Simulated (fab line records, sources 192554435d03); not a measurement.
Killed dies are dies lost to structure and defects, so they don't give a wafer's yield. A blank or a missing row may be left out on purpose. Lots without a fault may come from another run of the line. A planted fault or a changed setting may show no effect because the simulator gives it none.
Split-lot experiment | flow n5_finfet | 7 lots, 21 wafers read, on a route of 1938 steps

THE SPLIT
At N5_BEOL_M3_COAT_67 (time 60 s, resist thk 60 nm), the setting spin_rpm was moved away from the recipe's 1500 rpm on 2 of the 21 wafers read, by -7.0% to +7.1%. The other wafers ran this setting at the recipe's value.

FROM THE SPLIT TO THE READING: what the file shows between them, 8 steps
- N5_BEOL_M3_COAT_22: resist thk 30 nm (also split here: spin_rpm)
- N5_BEOL_M3_EBR_24
- N5_BEOL_M3_SOFTBAKE_23: time 60 s
- N5_BEOL_M3_EXPOSE_25: exposes mask V2, defocus 5 nm
- N5_BEOL_M3_PEB_26: peb time 60 s
- N5_BEOL_M3_DEVELOP_27: develop time 30 s
- N5_BEOL_M3_ALD_98: deposits SiO2, target thk 2.5 nm, pulse time 1 s, co reactant pulse time 1 s
- N5_BEOL_M3_ETCHBACK_99: etches SiO2 in CHF3, target depth 5 nm, time 10.4 s

THE READING
etch.depth_nm (the simulator's own value, which no gauge read), in nm, at N5_BEOL_M3_ETCH_70 (etches SOC in N2/H2, target depth 80 nm, overetch 16 nm, time 120 s). The file gives no usual value for it. The 19 wafers here that ran the recipe average 59.96 nm, standard deviation 0.14 nm.

wafer  | tool, chamber at the split | spin_rpm as run, rpm | against the recipe | etch.depth_nm, nm | against lot-mates on the recipe
L075.2 | litho_track-04, 0          | 1500                 | recipe             | 59.99             | -
L075.5 | litho_track-04, 0          | 1500                 | recipe             | 60.12             | -
L075.6 | litho_track-04, 0          | 1500                 | recipe             | 59.91             | -
L080.1 | litho_track-04, 0          | 1500                 | recipe             | 60.14             | -
L080.2 | litho_track-04, 0          | 1500                 | recipe             | 59.99             | -
L080.3 | litho_track-04, 0          | 1500                 | recipe             | 60.29             | -
L083.1 | litho_track-03, 0          | 1500                 | recipe             | 59.78             | -
L083.4 | litho_track-03, 0          | 1500                 | recipe             | 59.82             | -
L083.6 | litho_track-03, 0          | 1500                 | recipe             | 59.79             | -
L087.2 | litho_track-02, 0          | 1395                 | -7.0%              | 62.02             | +2.09
L087.3 | litho_track-02, 0          | 1500                 | recipe             | 59.86             | -
L087.4 | litho_track-02, 0          | 1500                 | recipe             | 60                | -
L088.1 | litho_track-02, 0          | 1500                 | recipe             | 59.95             | -
L088.5 | litho_track-02, 0          | 1500                 | recipe             | 59.95             | -
L088.4 | litho_track-02, 0          | 1500                 | recipe             | 59.85             | -
L086.2 | litho_track-03, 0          | 1500                 | recipe             | 60.03             | -
L086.3 | litho_track-03, 0          | 1500                 | recipe             | 60.07             | -
L086.4 | litho_track-03, 0          | 1606                 | +7.1%              | 58.12             | -1.93
L096.2 | litho_track-03, 0          | 1500                 | recipe             | 59.7              | -
L096.4 | litho_track-03, 0          | 1500                 | recipe             | 60.03             | -
L096.6 | litho_track-03, 0          | 1500                 | recipe             | 59.95             | -

THE FIT
A straight line over all 21 wafers: etch.depth_nm changes by -0.277 nm for each +1% of spin_rpm; r = -0.98; the points scatter about the line by 0.14 nm.
The same after taking each lot's own level away (the mean of its wafers on the recipe; 21 wafers): -0.286 nm for each +1%; r = -0.99; scatter 0.092 nm.
On that fit, the largest move of spin_rpm shifts the reading by 2 nm.
The lots' own levels span 59.797 to 60.140 nm, that is 2.5 times the standard deviation above.
So the lot-to-lot level changes the slope little: the two slopes agree.
Check: with one of the wafers moved furthest among these (+7.1%) left out of the fit, the line predicts -2.11 nm for it against its lot-mates. It came out at -1.93 nm against them.

OTHER SPLITS ON THESE WAFERS
These wafers also went through other splits before the reading. Each is held against what the fit with the lots' levels taken away leaves over:
other split on the same wafers           | wafers away from the commonest value | r with etch.depth_nm (lot level and that fit taken away)
N5_HKMG_FIN_ETCH_58 source_w             | 8                                    | -0.04
N5_MOL_CONTACT_COAG_ETCH_15 source_w     | 3                                    | +0.01
N5_MOL_CONTACT_COAG_CVD_140 target_thk_a | 8                                    | +0.03
N5_BEOL_M0_SAQP_PECVD_03 time_s          | 5                                    | -0.07
N5_BEOL_M0_ETCH_138 source_w             | 13                                   | +0.20
N5_BEOL_M1_SPUTTER_79 time_s             | 9                                    | +0.12
N5_BEOL_M2_ETCH_74 source_w              | 6                                    | +0.06
N5_BEOL_M2_COAT_67 spin_rpm              | 8                                    | -0.20
N5_BEOL_M3_COAT_22 spin_rpm              | 5                                    | -0.01

THE WHOLE CHAIN: every reading that the file lists as answering this split, in the file's order
step               | what it does                                                        | reading                                                                        | change (the file's fit)               | r (the file's)
N5_BEOL_M3_COAT_67 | time 60 s, resist thk 60 nm                                         | SOC_of_BEOL_M3_COAT_67.thk_nm (the simulator's own value, which no gauge read) | -0.277 nm for each +1% of the setting | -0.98
N5_BEOL_M3_ETCH_70 | etches SOC in N2/H2, target depth 80 nm, overetch 16 nm, time 120 s | etch.depth_nm (the simulator's own value, which no gauge read)                 | -0.286 nm for each +1% of the setting | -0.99

THE FILE'S OWN FIT
etch.depth_nm changes by -0.286 nm for each +1% of spin_rpm, r = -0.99.
